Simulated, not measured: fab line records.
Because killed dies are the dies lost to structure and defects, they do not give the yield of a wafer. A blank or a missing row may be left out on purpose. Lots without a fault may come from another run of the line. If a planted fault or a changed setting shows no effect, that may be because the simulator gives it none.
fab line records	flow n5_finfet
record lots=8	wafers=24	last_day=18
route steps=1938 shown BEOL_M0_CUTY@712 BEOL_M0@716 BEOL_M4@1111 PASSIVATION@1936
lots with no fault: from the same line, run without faults
start_h: the number of hours between the record's first day and the start of the first shown wafer of the lot	wait_h: time in hours since the lot's previous step	" as in the row above	L1.1+2: one row covering several wafers at once	- no value present, or no start provided	* or withheld: withheld	< > ~ a bound
route shown NAME@n: names a module that has steps shown in the file, with the first one's number in the route	usual: mean/standard deviation taken from wafers without a fault	same: alike in all rows	chamber/n: place in a boat	sites: readings site by site	_std_site: their standard deviation	_edge_site: mean of outer sites minus mean of inner sites	radius_mm: for every site, how far away it sits from the centre of the wafer	mask NAME#n: copy n	behind: tool/chamber where the wafer was last shaped	hold: cause of the lot's hold/its duration in hours/its outcome	device: which transistor (n, p or np) failed to switch	end of line: the same wafers' tests at the end of the route	a step given without rows: its recipe and nothing more	killed: at the first sort, the dies lost to defects and structure; wafer yield is something else	map: per-die view of a wafer (x killed, . not killed, _ where there is no die)
set.NAME: the setting that was run; set.NAME@STEP: the one run at that earlier step	model.NAME: the simulator's own value behind a step, which no gauge read
route steps across a sampled set of lots; one table per step, one row per wafer
services: from which hour (start_h, from the record's first day; less than 0 if before it) a tool's chamber was out of use, for how many hours, and why
## steps
# step N5_BEOL_M0_CUTY_ETCH_62
# recipe chemistry=CF4	target=SiARC	mask_material=CAR-ArF-block	time_s=58.5	ion_energy_ev=80	pressure_mtorr=40	source_w=545	bias_w=36	Ar_flow_sccm=100	cf4_flow_sccm=100	ends=cleared
# usual bias_w=36.02/0.1	drypump_motor_current_A=5.8/0.41	etch_rf_on_time_s=58.5/1.2	oes_product_au=0.67/0.061	rf_fwd_power_W=536.8/2.6	rf_vpp_V=184.1/0.94	showerhead_plenum_p_Torr=2.15/0.049	throttle_valve_pct=15.64/0.19
lot.wafer	tool	chamber	start_h	wait_h	bias_w	drypump_motor_current_A	etch_rf_on_time_s	oes_product_au	rf_fwd_power_W	rf_hours_counter_h	rf_vpp_V	showerhead_plenum_p_Torr	throttle_valve_pct
L759.2	rie_diel-04	2	184.45	0.0	36.05	6.0	58.9	0.68	539.9	99	183.8	2.15	15.32
L759.3	"	0	"	"	36.21	5.3	57.2	0.61	536.3	209	182.2	2.12	15.63
L759.4	"	0	"	"	36.07	5.3	58.2	0.60	534.9	-	182.7	2.12	15.63
L760.1	rie_diel-04	0	187.57	0.0	36.03	5.3	57.1	0.61	529.9	210	183.8	2.12	15.63
L760.3	"	1	"	"	36.02	5.5	56.3	0.71	534.2	89	183.4	2.16	15.69
L760.5	"	0	"	"	35.94	5.3	57.6	0.61	531.1	-	184.2	2.12	15.63
L761.1	rie_diel-04	1	195.82	0.0	36.07	5.5	57.4	0.69	534.1	94	183.1	2.16	15.70
L761.5	"	2	"	"	35.98	6.0	59.7	0.66	537.1	-	186.0	2.15	15.31
L761.6	"	1	"	"	36.10	5.5	57.1	0.70	533.4	-	184.3	2.16	15.70
L762.1	rie_diel-01	3	200.55	0.0	36.03	6.7	59.8	0.59	537.9	240	186.8	2.20	15.98
L762.2	"	2	"	"	36.01	5.6	60.5	0.65	538.2	116	182.5	2.05	15.62
L762.5	"	1	"	"	35.94	6.2	58.3	0.71	538.4	-	184.6	2.17	15.74
L763.1	rie_diel-04	1	201.17	0.0	35.91	5.5	56.7	0.70	534.3	97	183.7	2.16	15.70
L763.4	"	1	"	"	35.90	5.5	56.3	0.70	533.8	-	182.4	2.16	15.71
L763.5	"	1	"	"	36.03	5.5	56.7	0.70	534.7	-	183.5	2.16	15.70
L768.2	rie_diel-02	1	232.74	0.0	36.17	5.8	59.0	0.65	534.5	169	184.3	2.13	15.77
L768.3	"	2	"	"	35.98	6.7	58.6	0.63	536.4	189	185.8	2.22	16.06
L768.5	"	0	"	"	36.09	6.2	60.9	0.73	539.0	-	185.2	2.19	15.55
L770.2	rie_diel-01	1	248.02	0.0	35.93	6.2	58.2	0.70	540.2	101	184.3	2.17	15.78
L770.4	"	1	"	"	36.11	6.2	58.6	0.70	538.7	-	185.5	2.17	15.78
L770.5	"	2	"	"	36.05	5.6	60.6	0.63	539.8	-	182.2	2.05	15.67
L765.3	rie_diel-04	2	255.05	0.0	36.05	6.0	59.6	0.65	538.2	129	184.2	2.14	15.36
L765.4	"	0	"	"	36.10	5.3	57.9	0.60	535.3	230	183.4	2.11	15.67
L765.5	"	3	"	"	36.02	5.6	57.8	0.81	539.3	-	185.3	2.20	15.69
# step N5_BEOL_M0_CUTY_ETCH_63
# recipe chemistry=N2/H2	target=SOC	target_depth_a=827	overetch_a=165	mask_material=SiARC	temp_c=40	ion_energy_ev=200	time_s=124	pressure_mtorr=30	source_w=840	bias_w=150	n2_flow_sccm=200	h2_flow_sccm=200
# usual bias_w=150.0/0.44	drypump_motor_current_A=5.8/0.41	oes_product_au=0.64/0.057	rf_fwd_power_W=836.9/2.6	rf_vpp_V=524.2/1.7	showerhead_plenum_p_Torr=2.55/0.052	throttle_valve_pct=17.83/0.19
lot.wafer	tool	chamber	start_h	wait_h	bias_w	drypump_motor_current_A	oes_product_au	rf_fwd_power_W	rf_hours_counter_h	rf_vpp_V	showerhead_plenum_p_Torr	throttle_valve_pct
L759.2	rie_diel-04	2	184.50	0.0	150.5	6.0	0.65	831.6	99	523.8	2.56	17.56
L759.3	"	0	"	"	149.7	5.3	0.58	837.0	209	523.5	2.52	17.83
L759.4	"	0	"	"	150.0	5.3	0.58	836.5	-	522.7	2.52	17.83
L760.1	rie_diel-04	0	187.61	0.0	150.6	5.3	0.57	639.8	210	573.5	2.52	17.83
L760.3	"	1	"	"	150.4	5.5	0.66	637.9	89	575.4	2.57	17.98
L760.5	"	0	"	"	150.9	5.3	0.58	636.0	-	574.3	2.52	17.84
L761.1	rie_diel-04	1	195.89	0.0	149.8	5.6	0.66	634.3	94	574.4	2.57	18.00
L761.5	"	2	"	"	149.7	6.0	0.64	631.7	-	573.6	2.56	17.57
L761.6	"	1	"	"	149.7	5.6	0.66	631.2	-	575.5	2.57	18.00
L762.1	rie_diel-01	3	200.59	0.0	149.9	6.8	0.59	837.4	240	525.0	2.59	17.98
L762.2	"	2	"	"	150.2	5.6	0.64	836.8	116	520.5	2.46	18.04
L762.5	"	1	"	"	150.5	6.2	0.69	839.2	-	525.2	2.58	18.03
L763.1	rie_diel-04	1	201.24	0.0	150.1	5.6	0.65	633.3	97	574.8	2.57	18.01
L763.4	"	1	"	"	149.7	5.6	0.65	638.3	-	576.1	2.57	18.00
L763.5	"	1	"	"	150.8	5.5	0.65	633.5	-	574.1	2.57	18.01
L768.2	rie_diel-02	1	232.78	0.0	150.3	5.8	0.61	837.2	169	524.4	2.51	17.82
L768.3	"	2	"	"	150.6	6.6	0.60	836.9	189	524.6	2.63	18.20
L768.5	"	0	"	"	150.4	6.2	0.71	834.8	-	525.6	2.59	17.64
L770.2	rie_diel-01	1	248.07	0.0	149.4	6.2	0.66	838.0	101	525.1	2.57	18.06
L770.4	"	1	"	"	149.2	6.2	0.67	835.7	-	523.2	2.57	18.06
L770.5	"	2	"	"	150.2	5.6	0.61	834.3	-	521.1	2.45	18.08
L765.3	rie_diel-04	2	255.10	0.0	149.3	6.0	0.63	841.4	129	523.5	2.55	17.60
L765.4	"	0	"	"	149.7	5.3	0.57	830.6	230	523.3	2.52	17.88
L765.5	"	3	"	"	149.9	5.6	0.77	839.0	-	525.7	2.58	17.64
# step N5_BEOL_M0_HM_OPEN_105
# recipe chemistry=Cl2/BCl3	target_depth_a=120	target=TiN	ion_energy_ev=150	pressure_mtorr=10	icp_w=1000	bias_w=126	Cl2_flow_sccm=53.25	bcl3_flow_sccm=21.75	Ar_flow_sccm=25
# usual bias_w=126.0/0.34	drypump_motor_current_A=5.6/0.4	oes_product_au=0.71/0.069	throttle_valve_pct=21.8/0.36
lot.wafer	tool	chamber	start_h	wait_h	bias_w	drypump_motor_current_A	oes_product_au	rf_hours_counter_h	throttle_valve_pct
L759.2	rie_metal-01	1	188.78	4.1	125.8	5.7	0.75	47	21.5
L759.3	"	1	"	"	126.2	5.7	0.74	-	21.5
L759.4	"	0	"	"	125.9	5.7	0.68	-	22.5
L760.1	rie_metal-02	0	188.81	1.0	126.0	5.1	0.69	83	21.7
L760.3	"	0	"	"	125.1	5.1	0.69	-	21.7
L760.5	"	1	"	"	125.7	6.5	0.68	-	21.6
L761.1	rie_metal-02	0	199.39	3.3	126.0	5.2	0.68	83	21.7
L761.5	"	0	"	"	126.3	5.2	0.69	-	21.7
L761.6	"	0	"	"	126.0	5.2	0.69	-	21.7
L762.1	rie_metal-03	0	200.81	0.1	126.1	5.8	0.60	118	22.2
L762.2	"	1	"	"	125.9	4.9	0.84	21	21.8
L762.5	"	0	"	"	126.0	5.7	0.60	-	22.2
L763.1	rie_metal-01	0	201.58	0.1	125.7	5.6	0.68	80	22.5
L763.4	"	0	"	"	125.5	5.7	0.68	-	22.5
L763.5	"	1	"	"	126.1	5.7	0.74	-	21.5
L768.2	rie_metal-03	1	233.41	0.5	125.3	4.9	0.81	24	21.8
L768.3	"	0	"	"	126.1	5.7	0.59	-	22.2
L768.5	"	1	"	"	125.8	4.9	0.81	-	21.8
L770.2	rie_metal-02	1	249.29	1.1	125.7	6.5	0.67	103	21.6
L770.4	"	0	"	"	125.7	5.2	0.66	-	21.7
L770.5	"	1	"	"	126.2	6.5	0.68	-	21.6
L765.3	rie_metal-01	0	257.80	2.5	126.0	5.7	0.67	-	22.5
L765.4	"	1	"	"	125.8	5.7	0.72	-	21.5
L765.5	"	1	"	"	126.1	5.7	0.72	-	21.6
# step N5_BEOL_M0_TRENCH_ETCH_107
# recipe chemistry=C4F6/O2	target_depth_a=328	target=SiOC	time_s=16.4	ion_energy_ev=250	pressure_mtorr=30	source_w=355	bias_w=185	Ar_flow_sccm=300	C4F6_flow_sccm=10	O2_flow_sccm=10
# usual bias_w=185.1/0.5	drypump_motor_current_A=5.9/0.41	oes_o_777_au=0.78/0.07	oes_product_au=0.77/0.065	rf_fwd_power_W=347.9/1.6	rf_vpp_V=664/10	showerhead_plenum_p_Torr=2.84/0.084	throttle_valve_pct=20.94/0.21
lot.wafer	tool	chamber	start_h	wait_h	bias_w	drypump_motor_current_A	oes_o_777_au	oes_product_au	rf_fwd_power_W	rf_hours_counter_h	rf_vpp_V	showerhead_plenum_p_Torr	throttle_valve_pct
L759.2	rie_diel-04	0	189.44	0.0	184.4	5.3	0.71	0.69	346.4	211	644	2.83	20.90
L759.3	"	2	"	"	185.8	6.0	0.75	0.79	347.6	102	663	2.87	20.59
L759.4	"	2	"	"	186.4	6.0	0.75	0.79	347.1	-	663	2.87	20.61
L760.1	rie_diel-01	0	189.68	0.0	184.2	5.9	0.71	0.72	347.1	175	653	2.72	20.67
L760.3	"	2	"	"	185.0	5.6	0.76	0.76	348.7	111	666	2.73	20.83
L760.5	"	0	"	"	185.1	5.9	0.71	0.72	346.7	-	652	2.72	20.67
L761.1	rie_diel-01	2	200.44	0.0	184.6	5.6	0.76	0.76	347.8	116	667	2.73	20.85
L761.5	"	0	"	"	184.9	5.9	0.72	0.73	347.1	-	653	2.72	20.68
L761.6	"	1	"	"	184.9	6.2	0.86	0.83	348.8	-	677	2.88	21.03
L762.1	rie_diel-01	3	201.19	0.0	184.2	6.7	0.71	0.70	348.0	240	675	2.93	21.23
L762.2	"	0	"	"	184.2	5.9	0.72	0.72	347.5	180	653	2.72	20.70
L762.5	"	0	"	"	185.1	5.9	0.71	0.73	345.8	-	653	2.72	20.67
L763.1	rie_diel-04	1	202.25	0.0	185.8	5.6	0.81	0.81	345.4	97	661	2.88	21.12
L763.4	"	2	"	"	185.5	6.0	0.74	0.77	347.0	-	661	2.87	20.63
L763.5	"	1	"	"	186.2	5.6	0.81	0.81	346.0	-	661	2.88	21.11
L768.2	rie_diel-04	1	233.83	0.0	185.1	5.5	0.80	0.80	347.0	110	663	2.88	21.14
L768.3	"	2	"	"	185.3	6.0	0.73	0.77	346.0	121	661	2.86	20.63
L768.5	"	2	"	"	185.0	6.0	0.73	0.77	345.6	-	662	2.86	20.65
L770.2	rie_diel-04	2	250.20	0.0	185.2	6.0	0.73	0.77	348.6	127	661	2.86	20.64
L770.4	"	0	"	"	184.4	5.3	0.70	0.69	343.2	228	645	2.82	20.96
L770.5	"	2	"	"	185.5	5.9	0.73	0.77	346.5	-	661	2.86	20.62
L765.3	rie_diel-01	1	258.16	0.0	186.0	6.2	0.84	0.82	350.7	107	679	2.87	21.04
L765.4	"	0	"	"	185.2	5.9	0.70	0.71	349.4	-	653	2.71	20.72
L765.5	"	2	"	"	185.5	5.6	0.74	0.74	349.1	-	665	2.71	20.88
# step N5_BEOL_M4_RC_MEAS_101
# usual DIBL_N=36.1/1.6	DIBL_P=35.8/2.1	IOFF_N=0.16/0.031	IOFF_P=0.21/0.034	ION_N=673/12	ION_P=461/7.2	SS_N=71.4/0.59	SS_P=73.3/0.63	VT_N=250/3.1	VT_P=-250/3.3
lot.wafer	tool	chamber	start_h	wait_h	DIBL_N[mV/V]	DIBL_P[mV/V]	IOFF_N[nA/um]	IOFF_P[nA/um]	ION_N[uA/um]	ION_P[uA/um]	SS_N[mV/dec]	SS_P[mV/dec]	VT_N[mV]	VT_P[mV]
L759.2	prober-01	0	246.21	0.2	34.2	34.8	0.14	0.20	666	463	70.9	72.3	250	-249
L759.3	"	0	"	"	34.6	36.0	0.15	0.21	688	478	71.3	72.5	248	-250
L759.4	"	0	"	"	36.7	36.9	0.18	0.21	687	471	71.7	73.6	247	-254
L760.1	prober-01	0	250.77	0.0	36.6	36.1	0.16	0.22	667	463	71.8	73.7	249	-248
L760.3	"	0	"	"	36.2	34.7	0.15	0.19	665	457	71.3	72.7	253	-249
L760.5	"	0	"	"	33.7	32.1	0.12	0.16	658	448	70.5	72.8	252	-251
L762.1	prober-02	0	253.84	0.0	37.1	36.5	0.18	0.21	686	469	72.0	73.1	246	-251
L762.2	"	0	"	"	35.9	36.2	0.16	0.21	676	464	71.6	73.7	247	-252
L762.5	"	0	"	"	36.5	36.0	0.17	0.21	678	460	71.8	73.5	248	-252
L761.1	prober-01	0	255.55	0.0	37.8	38.7	0.20	0.28	680	468	71.4	73.7	248	-247
L761.5	"	0	"	"	34.7	34.4	0.13	0.20	676	463	71.5	73.3	253	-250
L761.6	"	0	"	"	35.8	36.0	0.15	0.23	672	462	71.4	73.7	249	-250
L763.1	prober-01	0	259.67	0.0	35.4	35.8	0.15	0.21	672	465	71.2	73.1	249	-250
L763.4	"	0	"	"	33.9	34.5	0.13	0.18	656	454	70.8	72.5	254	-250
L763.5	"	0	"	"	32.9	33.4	0.11	0.17	646	457	70.6	72.7	253	-252
L768.2	prober-02	0	295.19	0.2	35.3	34.9	0.15	0.23	667	470	71.1	73.2	253	-247
L768.3	"	0	"	"	37.0	37.4	0.18	0.26	670	470	71.5	73.6	247	-247
L768.5	"	0	"	"	37.0	35.8	0.18	0.23	675	465	71.3	73.6	249	-247
L770.2	prober-02	0	301.17	0.2	33.8	31.7	0.11	0.18	650	464	70.8	71.4	253	-249
L770.4	"	0	"	"	39.8	39.0	0.26	0.31	699	474	71.7	73.9	241	-241
L770.5	"	0	"	"	37.5	36.7	0.18	0.27	690	471	71.7	73.3	244	-244
L765.3	prober-01	0	320.46	0.3	36.0	35.9	0.17	0.24	672	463	71.7	73.3	250	-246
L765.4	"	0	"	"	35.1	33.0	0.16	0.19	687	470	71.0	72.7	248	-250
L765.5	"	0	"	"	37.1	36.0	0.18	0.23	669	461	71.3	73.4	246	-248
# step N5_PASSIVATION_PROBE_49
# usual defect_limited_yield=91.0/1.5	killed_at_M0_to_M3=35/11	killed_at_M4_up=13/6	killed_at_contacts=14/6.5	killed_at_front_end=40/12	killed_at_other=4/3.4	killed_dies=106/18	killed_on_rim=14/4.7	killed_open=68/14	killed_short=35/7.7	sort_bin_5_function=5.2/0.98	sort_bin_6_memory=3.4/0.72	sort_n_pass=1074/18	sort_yield_pct=91.0/1.5
# same gross_dies=1180	killed_at_back_side=0	sort_bin_4_leakage[%]=0	sort_bin_8_speed[%]=0
lot.wafer	tool	chamber	start_h	wait_h	defect_limited_yield[%]	killed_at_M0_to_M3	killed_at_M4_up	killed_at_contacts	killed_at_front_end	killed_at_other	killed_dies	killed_on_rim	killed_open	killed_short	sort_bin_5_function[%]	sort_bin_6_memory[%]	sort_n_pass	sort_yield_pct[%]
L759.2	prober-02	-	352.08	0.1	93.5	22	12	10	24	9	77	9	48	28	3.6	2.5	1103	93.5
L759.3	prober-02	-	352.13	0.1	94.0	18	9	11	31	2	71	9	46	24	3.6	2.3	1109	94.0
L759.4	prober-02	-	352.18	0.2	94.5	18	10	9	23	5	65	14	41	23	3.3	1.9	1115	94.5
L760.1	prober-01	-	357.07	0.0	91.6	31	10	23	31	4	99	16	66	32	5.1	3.3	1081	91.6
L760.3	prober-01	-	357.17	0.1	92.5	22	16	9	40	1	88	11	60	24	4.7	2.5	1092	92.5
L760.5	prober-01	-	357.27	0.2	92.5	20	15	20	28	6	89	11	58	29	3.7	3.6	1091	92.5
L763.5	prober-02	-	363.22	0.2	92.1	41	19	3	20	10	93	11	57	33	4.7	2.7	1087	92.1
L762.1	prober-01	-	366.52	0.0	92.7	33	18	10	23	2	86	8	58	25	4.6	2.5	1094	92.7
L762.2	prober-01	-	366.57	0.1	91.6	30	12	14	42	1	99	7	63	35	5.1	2.8	1081	91.6
L762.5	prober-01	-	366.72	0.2	92.1	32	13	8	38	2	93	14	59	31	3.8	3.8	1087	92.1
L761.5	prober-02	-	366.77	0.2	90.6	35	20	12	44	0	111	12	72	39	4.7	4.2	1069	90.6
L761.6	prober-02	-	366.82	0.3	89.4	23	28	17	54	3	125	16	74	49	6.6	3.7	1055	89.4
L768.2	prober-02	-	396.23	0.1	89.8	32	18	18	50	2	120	14	81	36	5.6	4.2	1060	89.8
L768.3	prober-02	-	396.28	0.1	88.9	32	11	16	65	7	131	23	87	37	6.5	4.0	1049	88.9
L768.5	prober-02	-	396.38	0.2	92.3	24	5	18	38	6	91	8	54	33	4.7	2.7	1089	92.3
L770.2	prober-01	-	410.07	0.1	90.0	29	16	14	54	5	118	19	78	39	6.1	3.6	1062	90.0
L770.4	prober-01	-	410.17	0.2	90.9	29	12	19	41	6	107	17	84	22	5.3	3.4	1073	90.9
L770.5	prober-01	-	410.22	0.2	89.4	36	18	20	47	4	125	23	83	42	6.4	3.8	1055	89.4
# killed by level:class
L759.2 MOL_CONTACT_COAG:geometric_particle:open=7 STI_FIN_REVEAL:geometric_particle:open=6 BEOL_M3:geometric_particle:open=6 ILD0:geometric_particle:open=4 ILD0:geometric_particle:short=4 BEOL_M1:geometric_particle:open=4 BEOL_M1:geometric_particle:short=4 BEOL_M5:geometric_particle:open=4
L759.3 MOL_CONTACT_COAG:geometric_particle:open=7 STARTING-WAFER:geometric_particle:open=7 DUMMY_GATE:geometric_particle:open=4 GATE_CUT:geometric_particle:short=4 MOL_CONTACT_COAG:geometric_particle:short=4 BEOL_M2:geometric_particle:open=4 BEOL_M3:geometric_particle:open=4 FIN_SAQP:geometric_particle:open=3
L759.4 BEOL_M0_SAQP:geometric_particle:open=8 DUMMY_GATE:geometric_particle:open=6 MOL_CONTACT_COAG:geometric_particle:open=6 FIN_SAQP:geometric_particle:short=4 BEOL_M1:geometric_particle:open=4 STI_FIN_REVEAL:geometric_particle:open=3 MOL_CONTACT_COAG:geometric_particle:short=3 PASS1_CAP:geometric_particle:short=3
L760.1 MOL_CONTACT_COAG:geometric_particle:open=21 BEOL_M1:geometric_particle:open=8 FIN_SAQP:geometric_particle:open=7 GATE_CUT:geometric_particle:short=6 BEOL_M4:geometric_particle:open=5 FIN_SAQP:geometric_particle:short=4 DUMMY_GATE:geometric_particle:open=4 GATE_CUT:geometric_particle:open=4
L760.3 BEOL_M4:geometric_particle:open=12 FIN_SAQP:geometric_particle:short=11 MOL_CONTACT_COAG:geometric_particle:open=8 BEOL_M0_SAQP:geometric_particle:open=8 GATE_CUT:geometric_particle:open=7 FIN_SAQP:geometric_particle:open=6 BEOL_M2:geometric_particle:open=5 DUMMY_GATE:geometric_particle:open=3
L760.5 MOL_CONTACT_COAG:geometric_particle:open=16 BEOL_M0:geometric_particle:open=7 FIN_SAQP:geometric_particle:short=6 DUMMY_GATE:geometric_particle:open=4 GATE_CUT:geometric_particle:open=4 BEOL_M3:geometric_particle:open=4 BEOL_M4:geometric_particle:open=4 FIN_SAQP:geometric_particle:open=3
L763.5 BEOL_M4:geometric_particle:open=11 BEOL_M1:geometric_particle:open=9 BEOL_M0_SAQP:geometric_particle:short=7 BEOL_M2:geometric_particle:open=7 FIN_SAQP:geometric_particle:short=6 STI_FIN_REVEAL:geometric_particle:open=6 BEOL_M0_SAQP:geometric_particle:open=5 BEOL_M1:geometric_particle:short=5
L762.1 BEOL_M0_SAQP:geometric_particle:open=10 MOL_CONTACT_COAG:geometric_particle:open=9 BEOL_M1:geometric_particle:open=8 BEOL_M0_SAQP:geometric_particle:short=6 STI_FIN_REVEAL:geometric_particle:open=5 BEOL_M6:geometric_particle:open=4 BEOL_M5:geometric_particle:open=4 STARTING-WAFER:geometric_particle:short=4
L762.2 STI_FIN_REVEAL:geometric_particle:open=12 MOL_CONTACT_COAG:geometric_particle:open=8 DUMMY_GATE:geometric_particle:open=7 BEOL_M1:geometric_particle:open=7 BEOL_M0_SAQP:geometric_particle:short=7 MOL_CONTACT_COAG:geometric_particle:short=6 BEOL_M0_SAQP:geometric_particle:open=6 BEOL_M3:geometric_particle:open=6
L762.5 STI_FIN_REVEAL:geometric_particle:open=11 BEOL_M3:geometric_particle:open=9 BEOL_M0_SAQP:geometric_particle:open=8 MOL_CONTACT_COAG:geometric_particle:open=7 BEOL_M5:geometric_particle:open=6 FIN_SAQP:geometric_particle:short=5 GATE_CUT:geometric_particle:short=5 FIN_SAQP:geometric_particle:open=3
L761.5 FIN_SAQP:geometric_particle:open=11 MOL_CONTACT_COAG:geometric_particle:open=9 BEOL_M1:geometric_particle:open=9 STI_FIN_REVEAL:geometric_particle:open=8 FIN_SAQP:geometric_particle:short=6 BEOL_M0_SAQP:geometric_particle:short=6 BEOL_M8:geometric_particle:open=6 BEOL_M3:geometric_particle:open=5
L761.6 FIN_SAQP:geometric_particle:short=17 MOL_CONTACT_COAG:geometric_particle:open=13 BEOL_M4:geometric_particle:open=11 STI_FIN_REVEAL:geometric_particle:open=8 GATE_CUT:geometric_particle:open=7 BEOL_M0_SAQP:geometric_particle:open=7 BEOL_M4:geometric_particle:short=6 BEOL_M3:geometric_particle:open=5
L768.2 FIN_SAQP:geometric_particle:open=14 MOL_CONTACT_COAG:geometric_particle:open=13 FIN_SAQP:geometric_particle:short=9 STI_FIN_REVEAL:geometric_particle:open=9 BEOL_M0_SAQP:geometric_particle:open=8 BEOL_M1:geometric_particle:open=7 DUMMY_GATE:geometric_particle:open=6 MOL_CONTACT_COAG:geometric_particle:short=5
L768.3 FIN_SAQP:geometric_particle:open=17 BEOL_M1:geometric_particle:open=12 DUMMY_GATE:geometric_particle:open=11 FIN_SAQP:geometric_particle:short=10 MOL_CONTACT_COAG:geometric_particle:open=10 BEOL_M3:geometric_particle:open=9 MOL_CONTACT_COAG:geometric_particle:short=6 BEOL_M4:geometric_particle:open=6
L768.5 MOL_CONTACT_COAG:geometric_particle:open=15 FIN_SAQP:geometric_particle:short=9 DUMMY_GATE:geometric_particle:open=6 FIN_SAQP:geometric_particle:open=5 BEOL_M0_SAQP:geometric_particle:open=5 BEOL_M2:geometric_particle:open=5 BEOL_M1:geometric_particle:open=4 MOL_CONTACT_COAG:geometric_particle:short=3
L770.2 MOL_CONTACT_COAG:geometric_particle:open=11 DUMMY_GATE:geometric_particle:open=10 FIN_SAQP:geometric_particle:open=9 BEOL_M2:geometric_particle:open=9 BEOL_M0_SAQP:geometric_particle:open=7 FIN_SAQP:geometric_particle:short=6 STI_FIN_REVEAL:geometric_particle:open=6 BEOL_M0_SAQP:geometric_particle:short=6
L770.4 STI_FIN_REVEAL:geometric_particle:open=18 MOL_CONTACT_COAG:geometric_particle:open=17 BEOL_M0_SAQP:geometric_particle:open=8 FIN_SAQP:geometric_particle:open=7 BEOL_M0_SAQP:geometric_particle:short=7 BEOL_M2:geometric_particle:open=7 DUMMY_GATE:geometric_particle:open=6 BEOL_M1:geometric_particle:open=3
L770.5 MOL_CONTACT_COAG:geometric_particle:open=16 BEOL_M0_SAQP:geometric_particle:open=12 FIN_SAQP:geometric_particle:open=11 BEOL_M0_SAQP:geometric_particle:short=9 STI_FIN_REVEAL:geometric_particle:open=7 BEOL_M2:geometric_particle:open=7 FIN_SAQP:geometric_particle:short=6 BEOL_M4:geometric_particle:open=5
## services
tool	chamber	start_h	hours	kind
rie_diel-02	2	165.11	1.6	repair
rie_metal-02	0	166.26	7.7	repair
rie_diel-02	1	169.68	5.5	repair
rie_diel-04	3	174.05	-	clean
rie_diel-04	3	174.05	-	consumable_replace:focus_ring
rie_diel-04	3	174.05	32.0	scheduled_down
rie_diel-04	3	174.05	32.0	vent_cycle
rie_diel-02	-	176.27	14.6	pm
rie_diel-04	0	192.97	14.7	repair
rie_metal-02	1	198.86	9.7	repair
rie_diel-01	3	242.29	6.0	repair
## key
first_sign step=N5_BEOL_M0_CUTY_ETCH_63	reading=rf_fwd_power_W	direction=down	sigmas=77	usual=*	struck=*
effect step=N5_BEOL_M0_CUTY_ETCH_63	reading=rf_vpp_V	direction=up	sigmas=30	usual=524.2	struck=574.6
met_at N5_BEOL_M0_CUTY_ETCH_63
struck_lots L760,L761,L763
not_acting_at N5_BEOL_M0_CUTY_ETCH_62,N5_BEOL_M0_HM_OPEN_105,N5_BEOL_M0_TRENCH_ETCH_107
onset_between 184.50 187.61
fault kind=process_parameter_drift	tool=rie_diel-04	chamber=-	onset_h=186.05	steps=N5_BEOL_M0_CUTY_ETCH_63	channel=source_w	offset=-201.6	shape=step	end_h=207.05	acts_in=these_recipes_only	stated=840
